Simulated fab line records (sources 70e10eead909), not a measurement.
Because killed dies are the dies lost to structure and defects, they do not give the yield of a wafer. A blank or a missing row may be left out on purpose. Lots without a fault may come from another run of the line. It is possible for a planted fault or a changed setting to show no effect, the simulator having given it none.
Matching of chambers	flow nand-harc	4 sister chambers for NHARC_A_WL_FILL_ALD_00 on ald-hk-01
The step deposits Al2O3, target thk 3 nm, pulse time 3 s, ald cycles 30. 4 wafers are shown with their chamber, then 7 later ones without.

== EACH WAFER AND ITS CHAMBER ==
wafer	chamber	heater-power-w (W)
L657.5	0	389
L660.6	2	488
L667.1	1	464
L667.2	3	427

== WAFERS WITH NO CHAMBER GIVEN ==
wafer	heater-power-w (W)
L667.6	492
L670.1	441
L670.5	436
L670.6	472
L675.1	401
L675.2	425
L675.6	446

== CHAMBER TAKEN BY EACH ==
wafer	from the rows above	in truth
L667.6	2	2
L670.1	can't be placed: 3 or 1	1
L670.5	can't be placed: 3 or 1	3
L670.6	can't be placed: 1 or 2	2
L675.1	can't be placed: 0 or 3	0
L675.2	3	3
L675.6	can't be placed: 1 or 3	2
2 of 7 placed correctly. From these rows, 5 cannot be placed; in 4 the true chamber is one of the candidates. 0 placed wrongly.
How it was worked out, from the rows above alone: a wafer's distance from a chamber is the root of the sum, over the readings, of the square of ((its reading less the chamber's mean) divided by the reading's scatter). If the next closest chamber is less than 2 further off than the closest, the wafer can't be placed; otherwise it belongs to the closest. For every chamber, the mean is computed from those of its wafers that are shown. The scatter: root of mean squared gap, hidden wafer to nearest shown wafer, with one shown wafer a chamber.
